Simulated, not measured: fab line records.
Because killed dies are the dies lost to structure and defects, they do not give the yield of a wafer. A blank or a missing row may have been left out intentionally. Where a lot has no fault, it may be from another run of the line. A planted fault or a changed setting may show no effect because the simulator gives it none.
A lot that was struck, set against a sound lot :: flow nandHarc :: 14 out of 1159 route steps
Sound: the wafers L162.3, L162.5, L162.6. Struck: wafer L165.2. (L165.1, L165.4 of the same lot were not struck and are left out.) The cause comes at the end.
Order at every step that has rows: each side's tool, ch and its chambers, its first start. Under that, the readings that differ: sound wafers :: struck wafers :: difference of the means :: sigmas: that difference in standard deviations of wafers without a fault.
alike: words and numbers the same on both sides, and readings whose means are apart by under 2 such deviations; not compared: readings that were withheld, readings missing a value for some wafer, numbers with overlapping values and no deviation given by the record, and bounds like >300 which may hide the same value.
A row with sigmas, a row that says differs or no value, or rows on one side alone: a step with any of these is where the two part. Non-overlapping numbers with no deviation appear without sigmas and do not part them. A reading missing from all wafers of one side parts the sides only when that side holds two or more wafers.

first, 1 step without rows for these wafers: NHARC_A_STAIRCASE_HARDBAKE_311 (time 140 s).
NHARC_A_STAIRCASE_DESCUM_312: chemistry O2, time 3 s.
  sound on rieDiel-03 ch 0,1, day 15 21:20; struck on rieDiel-03 ch 2, day 16 11:50
  alike: drypumpMotorCurrentA, oesProductAu, rfVppV, showerheadPlenumPTorr, throttleValvePct
  not compared: rfHoursCounterH
then, 1 step without rows for these wafers: NHARC_A_STAIRCASE_ETCH_313 (etches the open film in CF4/CHF3).
NHARC_A_STAIRCASE_HM_OPEN_463: chemistry O2/COS.
  sound on rieDiel-03 ch 0,2,3; struck on rieDiel-03 ch 3
  alike: drypumpMotorCurrentA, oesProductAu, rfVppV, showerheadPlenumPTorr, throttleValvePct
  not compared: rfHoursCounterH
then, 2 steps without rows for these wafers: NHARC_A_STAIRCASE_STRIP_464 (strips in O2/COS); NHARC_A_STAIRCASE_ETCH_453 (etches the open film in CF4/O2, target depth 30 nm, overetch 3 nm, time 16.5 s).
NHARC_A_STAIRCASE_ETCH_315: etches the open film in C4F8/O2/Ar, target depth 2500 nm, time 607.1 s.
  sound on rieDiel-03 ch 0,1,2; struck on rieDiel-03 ch 3
  alike: oesProductAu, rfVppV
  not compared: rfHoursCounterH
NHARC_A_STAIRCASE_STRIP_316: strips in O2.
  sound on rieDiel-03 ch 1,2; struck on rieDiel-03 ch 0
  alike: drypumpMotorCurrentA, oesProductAu, rfVppV, showerheadPlenumPTorr, throttleValvePct
  not compared: rfHoursCounterH
then, 3 steps without rows for these wafers: NHARC_A_STAIRCASE_STRIP_317 (strips in SPM, time 900 s); NHARC_A_STAIRCASE_PRECLEAN_318 (cleans in SC1); NHARC_A_STAIRCASE_SRD_329.
NHARC_A_STAIRCASE_ALD_415: deposits SiO2, target thk 30 nm, pulse time 6 s, ald cycles 300.
  sound on aldHk-04 ch 0,1,2, day 16 01:19; struck on aldHk-03 ch 2, day 16 14:07
reading: aldCycles
sound: 300 300 300
struck: 381
difference: +81
sigmas: 
  alike: heaterPowerOuterW, heaterPowerW, precursorPulseHeightRel
NHARC_A_STAIRCASE_ETCHBACK_416: etches the open film in C4F8/O2/Ar, target depth 36 nm, time 7.2 s.
  sound on rieDiel-02 ch 0,3; struck on rieDiel-03 ch 3
reading: rfVppV (V)
sound: 731 719 731
struck: 718
difference: -9
sigmas: -2
  alike: oesProductAu
  not compared: rfHoursCounterH
-- record jumps: 8 days between struck wafers' starts before vs after; left off in module A_STAIRCASE, resumes in module END, first step shown is number 1159 of the route --
NHARC_END_SORT_01:
  at this point the record logs the struck wafers (prober-02 ch 0, day 24 20:32) and has no rows for the sound ones

WHERE THEY PART
Last at NHARC_END_SORT_01 as far as this record goes, first at NHARC_A_STAIRCASE_ETCHBACK_416.

WHY: the cause the simulator had injected
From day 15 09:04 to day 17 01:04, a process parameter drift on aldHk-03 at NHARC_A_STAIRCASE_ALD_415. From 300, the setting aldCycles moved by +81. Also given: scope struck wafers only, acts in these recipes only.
